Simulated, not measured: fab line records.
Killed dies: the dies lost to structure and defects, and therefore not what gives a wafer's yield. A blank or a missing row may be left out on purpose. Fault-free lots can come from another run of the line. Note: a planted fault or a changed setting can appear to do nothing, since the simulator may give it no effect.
Which tool did it? + flow n5 finfet + 24 wafers from 8 lots sampled at 6 of the route's 1938 steps

## WHAT THE GAUGES READ, wafer by wafer
N5_BEOL_M13_CD_MEAS_17: the cd target is 190 nm. Usual: cd nm at 190.6 nm, with a standard deviation of 1.3.
| lot  | measured     | on        | cd nm (nm)        | flag |
|------|--------------|-----------|-------------------|------|
| L320 | day 11 23:21 | cd sem-03 | 190.4 190.3 191.4 |      |
| L325 | day 12 06:29 | cd sem-02 | 190.3 192.3 190.2 |      |
| L324 | day 12 21:52 | cd sem-01 | 189.7 190.2 189.5 |      |
| L326 | day 13 07:32 | cd sem-02 | 187.7 188.7 189.3 |      |
| L330 | day 15 21:09 | cd sem-01 | 188.3 189.3 189.9 |      |
| L332 | day 15 21:29 | cd sem-03 | 191.4 191.5 190.7 |      |
| L335 | day 16 07:19 | cd sem-01 | 188.5 190.2 190.0 |      |
| L343 | day 18 11:28 | cd sem-03 | 191.6 195.4 191.9 |      |

N5_BEOL_M13_CD_MEAS_28: the cd target is 209.5 nm. Usual: cd nm at 209.5 nm, with a standard deviation of 0.97.
| lot  | measured     | on        | cd nm (nm)        | flag |
|------|--------------|-----------|-------------------|------|
| L320 | day 11 23:48 | cd sem-03 | 209.2 209.6 208.7 |      |
| L325 | day 12 06:49 | cd sem-02 | 208.7 208.7 210.0 |      |
| L324 | day 12 22:19 | cd sem-01 | 207.2 208.0 207.2 |      |
| L326 | day 13 07:52 | cd sem-03 | 209.8 209.5 210.0 |      |
| L330 | day 15 21:36 | cd sem-02 | 208.9 208.0 207.6 |      |
| L332 | day 15 21:56 | cd sem-03 | 210.4 209.3 210.9 |      |
| L335 | day 16 07:46 | cd sem-02 | 209.2 208.8 208.7 |      |
| L343 | day 18 11:47 | cd sem-03 | 209.1 209.3 208.3 |      |

## TOOL THAT RAN EACH LOT (tool first, then ch and the chambers of the sampled wafers, then the start)
| lot  | N5_BEOL_M13_ETCH_59                | N5_BEOL_M13_VIA_ETCH_16            | N5_BEOL_M13_STRIP_63                 | N5_BEOL_M13_STRIP_64                 |
|------|------------------------------------|------------------------------------|--------------------------------------|--------------------------------------|
| L320 | rie diel-06 ch 0,2, day 11 22:52   | rie diel-06 ch 0,2, day 11 22:55   | plasma asher-01 ch 0, day 11 23:09   | plasma asher-01 ch 0, day 11 23:13   |
| L325 | rie diel-03 ch 1,2,3, day 12 05:59 | rie diel-03 ch 1,2,3, day 12 06:02 | plasma asher-02 ch 0, day 12 06:17   | plasma asher-02 ch 0, day 12 06:20   |
| L324 | rie diel-03 ch 0,2, day 12 21:22   | rie diel-03 ch 0,2, day 12 21:25   | plasma asher-02 ch 0,1, day 12 21:40 | plasma asher-02 ch 0,1, day 12 21:43 |
| L326 | rie diel-02 ch 1,2,3, day 13 07:02 | rie diel-02 ch 1,2,3, day 13 07:05 | plasma asher-02 ch 0,1, day 13 07:20 | plasma asher-02 ch 0,1, day 13 07:23 |
| L330 | rie diel-03 ch 0,3, day 15 20:39   | rie diel-03 ch 0,3, day 15 20:42   | plasma asher-02 ch 0,1, day 15 20:56 | plasma asher-02 ch 0,1, day 15 21:00 |
| L332 | rie diel-03 ch 0,1,3, day 15 20:59 | rie diel-03 ch 0,1,3, day 15 21:02 | plasma asher-02 ch 0,1, day 15 21:16 | plasma asher-02 ch 0,1, day 15 21:20 |
| L335 | rie diel-03 ch 0,2,3, day 16 06:49 | rie diel-03 ch 0,2,3, day 16 06:52 | plasma asher-02 ch 0,1, day 16 07:07 | plasma asher-02 ch 0,1, day 16 07:10 |
| L343 | rie diel-03 ch 0,1,2, day 18 10:58 | rie diel-03 ch 0,1,2, day 18 11:01 | plasma asher-02 ch 0,1, day 18 11:15 | plasma asher-02 ch 0,1, day 18 11:19 |
- N5_BEOL_M13_ETCH_59: etches BARC in N2/H2, target depth 89 nm, overetch 26.7 nm, time 67.9 s.
- N5_BEOL_M13_VIA_ETCH_16: etches SiOC in C4F8/O2/Ar, target depth 921.7 nm.
- N5_BEOL_M13_STRIP_63: strips in N2/H2.
- N5_BEOL_M13_STRIP_64: strips in N2/H2.

## WHAT THE TOOLS THEMSELVES READ (means of the sampled wafers that have a number; where no wafer has one, the mark that the record gives instead)
N5_BEOL_M13_ETCH_59. Usual: bias w is 150.0 W with standard deviation 0.4, chamber pressure mTorr is 30.001 mTorr with standard deviation 0.027, drypump motor current A is 5.6 A with standard deviation 0.5, oes product au is 0.68 a.u. with standard deviation 0.072, rf vpp V is 524.1 V with standard deviation 2.7, showerhead plenum p Torr is 2.55 Torr with standard deviation 0.097, and throttle valve pct is 17.85 % with standard deviation 0.22.
| lot  | tool        | bias w (W) | chamber pressure mTorr (mTorr) | drypump motor current A (A) | oes product au (a.u.) | rf vpp V (V) | showerhead plenum p Torr (Torr) | throttle valve pct (%) | flag |
|------|-------------|------------|--------------------------------|-----------------------------|-----------------------|--------------|---------------------------------|------------------------|------|
| L320 | rie diel-06 | 150.1      | 30.013                         | 5.6                         | 0.72                  | 522.2        | 2.46                            | 17.65                  |      |
| L325 | rie diel-03 | 150.0      | 29.989                         | 5.6                         | 0.72                  | 527.5        | 2.67                            | 17.86                  |      |
| L324 | rie diel-03 | 149.8      | 29.990                         | 5.1                         | 0.75                  | 525.7        | 2.63                            | 17.72                  |      |
| L326 | rie diel-02 | 150.2      | 29.990                         | 6.0                         | 0.67                  | 524.2        | 2.55                            | 17.97                  |      |
| L330 | rie diel-03 | 150.4      | 29.983                         | 5.0                         | 0.69                  | 524.1        | 2.54                            | 17.71                  |      |
| L332 | rie diel-03 | 149.9      | 29.974                         | 5.4                         | 0.73                  | 525.2        | 2.58                            | 17.72                  |      |
| L335 | rie diel-03 | 150.2      | 29.982                         | 5.2                         | 0.71                  | 526.0        | 2.62                            | 17.75                  |      |
| L343 | rie diel-03 | 150.0      | 30.003                         | 5.4                         | 0.72                  | 524.2        | 2.58                            | 17.78                  |      |

N5_BEOL_M13_VIA_ETCH_16. Usual: bias w is 700.1 W with standard deviation 2, chamber pressure mTorr is 30.00 mTorr with standard deviation 0.031, drypump motor current A is 5.6 A with standard deviation 0.5, oes product au is 0.72 a.u. with standard deviation 0.08, rf vpp V is 666 V with standard deviation 3.5, showerhead plenum p Torr is 3.43 Torr with standard deviation 0.11, and throttle valve pct is 24.20 % with standard deviation 0.2.
| lot  | tool        | bias w (W) | chamber pressure mTorr (mTorr) | drypump motor current A (A) | oes product au (a.u.) | rf vpp V (V) | showerhead plenum p Torr (Torr) | throttle valve pct (%) | flag |
|------|-------------|------------|--------------------------------|-----------------------------|-----------------------|--------------|---------------------------------|------------------------|------|
| L320 | rie diel-06 | 700.6      | 29.95                          | 5.6                         | 0.76                  | 663          | 3.33                            | 24.08                  |      |
| L325 | rie diel-03 | 701.1      | 30.01                          | 5.6                         | 0.76                  | 670          | 3.57                            | 24.14                  |      |
| L324 | rie diel-03 | 700.2      | 30.02                          | 5.1                         | 0.80                  | 669          | 3.52                            | 24.09                  |      |
| L326 | rie diel-02 | 700.3      | 29.97                          | 6.0                         | 0.70                  | 666          | 3.44                            | 24.33                  |      |
| L330 | rie diel-03 | 700.4      | 29.99                          | 5.0                         | 0.73                  | 666          | 3.41                            | 24.06                  |      |
| L332 | rie diel-03 | 699.7      | 29.99                          | 5.4                         | 0.77                  | 667          | 3.47                            | 24.05                  |      |
| L335 | rie diel-03 | 698.4      | 30.00                          | 5.2                         | 0.76                  | 669          | 3.50                            | 24.08                  |      |
| L343 | rie diel-03 | 698.7      | 30.00                          | 5.3                         | 0.77                  | 667          | 3.46                            | 24.11                  |      |

N5_BEOL_M13_STRIP_63. Usual: chamber pressure mTorr 999.9 mTorr, standard deviation 0.93; drypump motor current A 5.77 A, standard deviation 0.11; heater power w 338 W, standard deviation 24; oes product au 0.676 a.u., standard deviation 0.005; strip time to endpoint s 28.2 s, standard deviation 0.97.
| lot  | tool            | chamber pressure mTorr (mTorr) | drypump motor current A (A) | heater power w (W) | oes product au (a.u.) | strip time to endpoint s (s) | flag |
|------|-----------------|--------------------------------|-----------------------------|--------------------|-----------------------|------------------------------|------|
| L320 | plasma asher-01 | 1000.7                         | 5.68                        | 363                | 0.676                 | 28.6                         |      |
| L325 | plasma asher-02 | 1000.0                         | 5.94                        | 358                | 0.677                 | 28.9                         |      |
| L324 | plasma asher-02 | 999.7                          | 5.80                        | 315                | 0.672                 | 29.0                         |      |
| L326 | plasma asher-02 | 998.3                          | 5.87                        | 334                | 0.675                 | 27.9                         |      |
| L330 | plasma asher-02 | 1000.4                         | 5.80                        | 318                | 0.680                 | 30.1                         |      |
| L332 | plasma asher-02 | 1000.0                         | 5.79                        | 317                | 0.675                 | 28.2                         |      |
| L335 | plasma asher-02 | 1000.5                         | 5.79                        | 317                | 0.674                 | 27.7                         |      |
| L343 | plasma asher-02 | 1000.1                         | 5.86                        | 336                | 0.676                 | 26.1                         |      |

N5_BEOL_M13_STRIP_64. Usual: drypump motor current A 5.78 A, standard deviation 0.12; heater power w 338 W, standard deviation 24; oes product au 0.715 a.u., standard deviation 0.0047; strip time to endpoint s 31.34 s, standard deviation 0.076.
| lot  | tool            | drypump motor current A (A) | heater power w (W) | oes product au (a.u.) | strip time to endpoint s (s) | flag |
|------|-----------------|-----------------------------|--------------------|-----------------------|------------------------------|------|
| L320 | plasma asher-01 | 5.64                        | 370                | 0.716                 | 31.37                        |      |
| L325 | plasma asher-02 | 5.95                        | 348                | 0.715                 | 31.34                        |      |
| L324 | plasma asher-02 | 5.80                        | 319                | 0.715                 | 31.27                        |      |
| L326 | plasma asher-02 | 5.85                        | 334                | 0.715                 | 31.27                        |      |
| L330 | plasma asher-02 | 5.81                        | 318                | 0.713                 | 31.43                        |      |
| L332 | plasma asher-02 | 5.80                        | 317                | 0.715                 | 31.24                        |      |
| L335 | plasma asher-02 | 5.81                        | 318                | 0.714                 | 31.35                        |      |
| L343 | plasma asher-02 | 5.89                        | 338                | 0.715                 | 31.33                        |      |

## THE ANSWER, worked out from the rows above alone
Rule: lot off if the mean of its wafers having a number is beyond 3 standard deviations from the usual mean. A lot without any number at a reading at which 4 lots or more have one is off too. The other lots that the step has rows for count as sound. The gauges are gone through in route order, then the tools' own readings, and for those a lot's mean is taken as printed above. The first step at which some lot is off is used, and at that step the reading that is off furthest; a lot without a number counts as furthest.
No lot is off at any reading shown: from this, nothing can be told.

## WHAT THE SIMULATOR HAD INSERTED
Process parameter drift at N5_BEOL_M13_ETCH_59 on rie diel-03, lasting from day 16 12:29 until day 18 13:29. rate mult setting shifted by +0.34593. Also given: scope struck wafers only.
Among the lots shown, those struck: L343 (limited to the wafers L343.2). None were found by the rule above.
